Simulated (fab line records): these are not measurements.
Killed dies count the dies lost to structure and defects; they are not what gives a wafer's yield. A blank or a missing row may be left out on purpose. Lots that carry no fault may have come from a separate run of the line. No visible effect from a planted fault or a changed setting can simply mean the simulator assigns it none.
Which tool did it? ; flow n5-finfet ; Sampling: 9 lots, 24 wafers, 7 of 1938 route steps

## WHAT THE GAUGES READ, wafer by wafer
N5_STI_FIN_REVEAL_CD_MEAS_22: target cd 6.238 nm, pitch 28 nm. Usual: cd-nm at 6.25 nm, with a standard deviation of 0.28.
lot;measured;on;cd-nm (nm);flag
L569;day 4 13:24;cd-sem-03;5.93 5.54 5.94;
L570;day 4 18:29;cd-sem-01;6.16 5.97 6.63;
L571;day 5 02:27;cd-sem-03;6.53 6.18 6.66;
L576;day 6 06:38;cd-sem-03;6.53 6.39 5.90;
L578;day 6 19:32;cd-sem-02;6.36 6.43 6.51;
L579;day 7 01:14;cd-sem-01;6.32 6.17;
L580;day 7 05:35;cd-sem-01;6.46 6.45 6.54;
L582;day 7 18:11;cd-sem-01;6.25 5.99;
L583;day 8 00:23;cd-sem-03;5.91 6.54;

N5_DUMMY_GATE_CD_MEAS_50 targets a cd of 14 nm. Usual: cd-nm at 14.0 nm, with a standard deviation of 0.35.
lot;measured;on;cd-nm (nm);flag
L569;day 4 22:44;cd-sem-02;- - -;OFF
L570;day 5 04:04;cd-sem-02;- - -;OFF
L571;day 5 11:54;cd-sem-02;- - -;OFF
L576;day 6 16:31;cd-sem-01;14.0 14.1 14.1;
L578;day 7 06:28;cd-sem-02;14.5 14.6 14.1;
L579;day 7 10:22;cd-sem-01;13.6 13.5;
L580;day 7 14:49;cd-sem-03;14.6 14.0 13.9;
L582;day 8 03:34;cd-sem-01;14.3 14.2;
L583;day 8 11:20;cd-sem-02;14.4 14.1;

N5_BEOL_M4_RC_MEAS_101. Usual: DIBL_N 36.3 mV/V, standard deviation 1.6; DIBL_P 36.2 mV/V, standard deviation 2; IOFF_N 0.160 nA/um, standard deviation 0.028; IOFF_P 0.21 nA/um, standard deviation 0.036; ION_N 677 uA/um, standard deviation 11; ION_P 465 uA/um, standard deviation 6.9; SS_N 71.5 mV/dec, standard deviation 0.55; SS_P 73.3 mV/dec, standard deviation 0.64; VT_N 250 mV, standard deviation 3; VT_P -250 mV, standard deviation 3.5.
lot;measured;on;DIBL_N (mV/V);DIBL_P (mV/V);IOFF_N (nA/um);IOFF_P (nA/um);ION_N (uA/um);ION_P (uA/um);SS_N (mV/dec);SS_P (mV/dec);VT_N (mV);VT_P (mV);flag
L576;day 12 11:51;prober-01;39.2 36.6 36.7;41.0 37.4 37.9;0.242 0.177 0.181;0.30 0.23 0.24;688 682 679;471 470 469;72.4 72.3 72.8;74.4 73.9 73.5;243 247 247;-245 -248 -246;
L578;day 12 12:45;prober-02;34.3 33.1 35.6;35.0 34.0 37.1;0.128 0.112 0.155;0.18 0.17 0.21;662 660 689;465 458 472;71.2 71.3 71.4;72.5 72.6 73.0;253 255 249;-251 -252 -252;
L579;day 12 16:46;prober-01;36.1 34.9;36.7 35.5;0.142 0.133;0.19 0.18;666 673;457 463;71.4 71.2;73.5 72.8;254 252;-251 -251;
L580;day 12 16:40;prober-02;35.7 38.5 37.5;34.2 38.1 35.7;0.147 0.206 0.178;0.22 0.27 0.23;666 692 697;458 471 476;71.0 72.0 71.6;72.6 74.1 73.1;250 245 249;-248 -246 -250;
L582;day 13 12:34;prober-02;34.3 34.5;34.8 34.4;0.135 0.128;0.20 0.18;665 665;463 462;71.1 70.9;73.0 73.1;251 253;-249 -252;
L583;day 13 18:03;prober-01;36.7 35.5;35.4 34.4;0.172 0.151;0.21 0.20;682 684;463 465;71.5 71.0;73.3 73.7;247 246;-250 -248;

## WHAT TOOL EACH LOT RAN ON (gives the tool, then ch and the chambers of the sampled wafers, and finally the start)
lot;N5_STI_FIN_REVEAL_DENSIFY_30;N5_DUMMY_GATE_ETCH_36;N5_DUMMY_GATE_ETCH_37;N5_DUMMY_GATE_TRIM_49
L569;rtp-anneal-02 ch 0, day 4 09:47;rie-diel-04 ch 0,1,3, day 4 22:28;rie-diel-04 ch 0,1,3, day 4 22:30;rie-si-05 ch 0,1,2, day 4 22:35
L570;rtp-anneal-01 ch 0, day 4 15:21;rie-diel-04 ch 0,1,3, day 5 03:47;rie-diel-04 ch 0,1,3, day 5 03:50;rie-si-05 ch 0,2,3, day 5 03:55
L571;rtp-anneal-01 ch 0, day 4 23:18;rie-diel-04 ch 0,2,3, day 5 11:29;rie-diel-04 ch 0,2,3, day 5 11:31;rie-si-05 ch 1,2,3, day 5 11:36
L576;rtp-anneal-01 ch 0, day 6 02:58;rie-diel-04 ch 0,2, day 6 16:08;rie-diel-04 ch 0,2, day 6 16:11;rie-si-03 ch 1,3, day 6 16:16
L578;rtp-anneal-02 ch 0, day 6 15:49;rie-diel-04 ch 0,1,2, day 7 06:11;rie-diel-04 ch 0,1,2, day 7 06:14;rie-si-05 ch 0,1,3, day 7 06:19
L579;rtp-anneal-01 ch 0, day 6 21:38;rie-diel-04 ch 0,3, day 7 10:05;rie-diel-04 ch 0,3, day 7 10:07;rie-si-05 ch 0,2, day 7 10:12
L580;rtp-anneal-01 ch 0, day 7 02:27;rie-diel-04 ch 1,2, day 7 14:32;rie-diel-04 ch 1,2, day 7 14:35;rie-si-01 ch 2,3, day 7 14:40
L582;rtp-anneal-02 ch 0, day 7 15:05;rie-diel-04 ch 2,3, day 8 03:18;rie-diel-04 ch 2,3, day 8 03:20;rie-si-01 ch 0,3, day 8 03:25
L583;rtp-anneal-02 ch 0, day 7 21:17;rie-diel-04 ch 3, day 8 11:04;rie-diel-04 ch 3, day 8 11:07;rie-si-01 ch 1,2, day 8 11:11
- N5_STI_FIN_REVEAL_DENSIFY_30
- N5_DUMMY_GATE_ETCH_36: etches SiARC in CF4, target depth 13 nm.
- N5_DUMMY_GATE_ETCH_37: etches SOC in N2/H2, target depth 60 nm, overetch 30 nm.
- N5_DUMMY_GATE_TRIM_49: chemistry O2, time 29 s, target cd 14 nm.

## AS READ BY THE TOOLS THEMSELVES (means over the sampled wafers that have a number; for cases with no such wafer, the mark the record gives instead)
N5_STI_FIN_REVEAL_DENSIFY_30. Usual: lamp-power-pct 11.53 %, standard deviation 0.053; lamp_zone_5_pct 11.533 %, standard deviation 0.018.
lot;tool;lamp-power-pct (%);lamp_zone_5_pct (%);flag
L569;rtp-anneal-02;11.52;11.529;
L570;rtp-anneal-01;11.58;11.537;
L571;rtp-anneal-01;11.56;11.527;
L576;rtp-anneal-01;11.49;11.536;
L578;rtp-anneal-02;11.57;11.525;
L579;rtp-anneal-01;11.53;11.563;
L580;rtp-anneal-01;11.54;11.522;
L582;rtp-anneal-02;11.52;11.529;
L583;rtp-anneal-02;11.53;11.535;

N5_DUMMY_GATE_ETCH_36. Usual: bias-w 36.00 W, standard deviation 0.11; cf4-flow-sccm 100.1 sccm, standard deviation 0.31; drypump-motor-current-A 5.9 A, standard deviation 0.51; mfc-ar-sccm 100.00 sccm, standard deviation 0.28; oes-product-au 0.79 a.u., standard deviation 0.071; rf-vpp-V 184.5 V, standard deviation 1.2; showerhead-plenum-p-Torr 2.17 Torr, standard deviation 0.062; throttle-valve-pct 15.60 %, standard deviation 0.24.
lot;tool;bias-w (W);cf4-flow-sccm (sccm);drypump-motor-current-A (A);mfc-ar-sccm (sccm);oes-product-au (a.u.);rf-vpp-V (V);showerhead-plenum-p-Torr (Torr);throttle-valve-pct (%);flag
L569;rie-diel-04;-;-;-;-;-;-;-;-;OFF
L570;rie-diel-04;-;-;-;-;-;-;-;-;OFF
L571;rie-diel-04;-;-;-;-;-;-;-;-;OFF
L576;rie-diel-04;36.01;99.8;6.5;99.65;0.74;184.5;2.12;15.88;
L578;rie-diel-04;35.98;100.0;6.2;100.28;0.75;184.9;2.15;15.75;
L579;rie-diel-04;36.01;99.9;5.9;99.96;0.69;184.1;2.20;15.70;
L580;rie-diel-04;35.91;100.3;5.9;99.99;0.78;184.4;2.13;15.68;
L582;rie-diel-04;36.00;100.0;6.0;100.02;0.72;182.9;2.13;15.79;
L583;rie-diel-04;36.05;100.0;5.4;99.74;0.69;183.8;2.20;15.62;

N5_DUMMY_GATE_ETCH_37. Usual: bias-w 150.0 W, standard deviation 0.44; chamber-pressure-mTorr 29.999 mTorr, standard deviation 0.029; drypump-motor-current-A 5.9 A, standard deviation 0.51; h2-flow-sccm 200.0 sccm, standard deviation 0.56; oes-product-au 0.62 a.u., standard deviation 0.05; rf-vpp-V 524.7 V, standard deviation 2.2; showerhead-plenum-p-Torr 2.58 Torr, standard deviation 0.081; throttle-valve-pct 17.87 %, standard deviation 0.23.
lot;tool;bias-w (W);chamber-pressure-mTorr (mTorr);drypump-motor-current-A (A);h2-flow-sccm (sccm);oes-product-au (a.u.);rf-vpp-V (V);showerhead-plenum-p-Torr (Torr);throttle-valve-pct (%);flag
L569;rie-diel-04;149.9;29.985;5.8;200.2;0.28;525.4;2.61;17.89;OFF
L570;rie-diel-04;150.2;30.000;5.8;200.3;0.28;524.7;2.61;17.89;OFF
L571;rie-diel-04;150.0;29.989;6.1;199.5;0.28;524.8;2.57;17.93;OFF
L576;rie-diel-04;150.0;29.998;6.5;199.8;0.59;522.5;2.51;18.09;
L578;rie-diel-04;150.1;29.990;6.2;200.2;0.59;524.7;2.55;18.06;
L579;rie-diel-04;150.2;30.013;6.0;200.6;0.56;526.0;2.62;17.96;
L580;rie-diel-04;149.6;29.986;5.9;199.9;0.62;523.0;2.54;18.02;
L582;rie-diel-04;150.1;30.019;6.0;199.2;0.57;524.7;2.53;17.97;
L583;rie-diel-04;149.6;30.000;5.4;199.7;0.55;526.7;2.61;17.82;

N5_DUMMY_GATE_TRIM_49. Usual: drypump-motor-current-A 5.5 A, standard deviation 0.38; oes-product-au 0.998 a.u., standard deviation 0.013; throttle-valve-pct 8.16 %, standard deviation 0.16.
lot;tool;drypump-motor-current-A (A);oes-product-au (a.u.);throttle-valve-pct (%);flag
L569;rie-si-05;5.5;0.999;8.19;
L570;rie-si-05;5.3;0.984;8.10;
L571;rie-si-05;5.7;0.999;8.19;
L576;rie-si-03;5.4;0.990;8.35;
L578;rie-si-05;5.7;0.998;8.21;
L579;rie-si-05;5.1;0.984;8.08;
L580;rie-si-01;5.7;1.001;8.12;
L582;rie-si-01;5.4;0.998;8.04;
L583;rie-si-01;5.9;1.003;8.19;

## THE ANSWER, worked out from the rows above alone
Rule: take the mean of a lot's wafers that have a number; if it is more than 3 standard deviations from the usual mean, the lot is off. Also off: a lot with no number at a reading for which 4 or more lots have one. The other lots that the step has rows for count as sound. After the gauges, taken in route order, come the tools' own readings; for these a lot's mean is taken, as printed above. The first step at which some lot is off is used, and at that step the reading that is off furthest; a lot without a number counts as furthest.
Off: L569, L570, L571 (N5_DUMMY_GATE_CD_MEAS_50, cd-nm). Without a number there: L569, L570, L571.
If a tool, at a process step before that reading, ran all the lots that are off and no sound lot after the first of them, it fits. Not tried: the gauges at N5_DUMMY_GATE_CD_MEAS_50; whatever is off there is also off at N5_DUMMY_GATE_ETCH_36, on other tools, and gauge error can't account for it. None of those tried fits.

## WHAT THE SIMULATOR PUT IN
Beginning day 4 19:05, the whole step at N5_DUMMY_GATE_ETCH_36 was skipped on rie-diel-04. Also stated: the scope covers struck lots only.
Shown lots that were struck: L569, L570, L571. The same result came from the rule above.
